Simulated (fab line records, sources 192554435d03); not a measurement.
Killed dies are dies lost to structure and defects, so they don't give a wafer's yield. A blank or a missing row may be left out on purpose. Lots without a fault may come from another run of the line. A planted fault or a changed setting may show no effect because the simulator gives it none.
A struck lot beside a sound one | flow n5_finfet | 22 steps out of a route of 1938
Sound: wafers L576.1, L576.3, L576.4. Struck: wafers L569.2, L569.3, L569.4. The cause comes at the end.
At each step with rows: each side's tool, then ch and its chambers, then its first start. Under that, the readings that differ: sound wafers | struck wafers | difference of the means | sigmas: that difference in standard deviations of wafers without a fault.
alike: readings whose means differ by less than 2 such deviations, and words and numbers that are the same on both sides. not compared: withheld readings, readings that some wafer has no value for, bounds like >300 that may hide the same value, and numbers for which the record gives no deviation and whose values overlap.
The two part at a step that has a row with sigmas, a row that says differs or no value, or rows on one side only. Numbers that don't overlap but have no deviation are shown without sigmas and don't part them. A reading that every wafer of one side lacks parts them only if that side has two wafers or more.

first, 8 steps without rows for these wafers: N5_BEOL_M9_DESCUM_16 (chemistry O2, time 7.9 s); N5_BEOL_M9_ETCH_61 (etches SiARC in CF4, target depth 39 nm, time 65 s); N5_BEOL_M9_ETCH_62 (etches SOC in N2/H2, target depth 110 nm, overetch 22 nm, time 165 s); N5_BEOL_M9_STRIP_68 (strips in N2/H2); N5_BEOL_M9_STRIP_67 (strips in CF4); N5_BEOL_M9_HM_OPEN_17 (chemistry Cl2/BCl3, target TiN, target depth 20 nm, overetch 6 nm); N5_BEOL_M9_STRIP_19 (strips in O2); N5_BEOL_M9_COAT_63 (time 60 s, resist thk 60 nm).
N5_BEOL_M9_COAT_64: time 60 s, resist thk 12 nm.
  sound on litho_track-03 ch 0, day 16 02:26; struck on litho_track-04 ch 0, day 13 10:00
  reading                                    | sound                | struck               | difference | sigmas
  spin_speed_rpm (rpm)                       | 1500.8 1499.9 1500.4 | 1680.8 1682.5 1681.8 | +181.3     | +99 or more
  model.SiARC_of_BEOL_M9_COAT_64.thk_nm (nm) | 12 12 12             | 11.4 11.4 11.4       | -0.6       |
  alike: dispense_pressure_kPa, plate_temp_C
then, 9 steps without rows for these wafers: N5_BEOL_M9_COAT_75 (time 60 s, resist thk 5 nm); N5_BEOL_M9_COAT_22 (resist thk 30 nm); N5_BEOL_M9_EBR_24; N5_BEOL_M9_SOFTBAKE_23 (time 60 s); N5_BEOL_M9_EXPOSE_25 (exposes mask V8); N5_BEOL_M9_PEB_26 (peb time 60 s); N5_BEOL_M9_DEVELOP_27 (develop time 30 s); N5_BEOL_M9_DESCUM_33 (chemistry O2, time 7 s); N5_BEOL_M9_ETCH_76 (etches underlayer in N2/H2, target depth 6.5 nm, time 5.2 s).
N5_BEOL_M9_ETCH_65: etches SiARC in CF4, target depth 15.6 nm, time 26 s.
  sound on rie_diel-06 ch 0,2,3, day 16 03:19; struck on rie_diel-04 ch 0,1,3, day 13 10:32
  reading                                      | sound             | struck           | difference | sigmas
  etch_rf_on_time_s (s)                        | 26.8 25.8 25.3    | 24.6 24.6 24.8   | -1.3       | -2
  model.etch.depth_nm (nm)                     | 12.04 12.03 12.02 | 11.4 11.35 11.36 | -0.7       |
  model.CAR-EUV_of_BEOL_M9_COAT_22.thk_nm (nm) | 11.2 11 11        | 11.6 11.6 11.8   | +0.6       |
  alike: drypump_motor_current_A, oes_product_au, rf_vpp_V, showerhead_plenum_p_Torr, throttle_valve_pct
  not compared: rf_hours_counter_h
N5_BEOL_M9_ETCH_66: etches SOC in N2/H2, target depth 80 nm, overetch 16 nm, time 120 s.
  sound on rie_diel-06 ch 0,2,3, day 16 03:20; struck on rie_diel-04 ch 0,1,3, day 13 10:34
  reading                                    | sound       | struck      | difference | sigmas
  model.SiARC_of_BEOL_M9_COAT_64.thk_nm (nm) | 6.6 6.4 6.2 | 5.8 5.6 5.8 | -0.7       |
  alike: drypump_motor_current_A, oes_product_au, rf_vpp_V, showerhead_plenum_p_Torr, throttle_valve_pct
  not compared: rf_hours_counter_h
then, 1 step without rows for these wafers: N5_BEOL_M9_STRIP_69 (strips in N2/H2).
-- the record jumps here: 3 days lie between the struck wafers' starts before and after (it left off in module BEOL_M9 and takes up again in module PASSIVATION, whose first step shown is number 1936 of the route) --
N5_PASSIVATION_PROBE_49:
  the record has rows for the struck wafers here (prober-01, day 16 02:22) and none for the sound ones

WHERE THEY PART
First at N5_BEOL_M9_COAT_64; last, within this record, at N5_PASSIVATION_PROBE_49.

WHY: what the simulator had put in
Process parameter drift: litho_track-04, from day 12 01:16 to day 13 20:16, at N5_BEOL_M9_COAT_64. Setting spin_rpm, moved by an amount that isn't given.
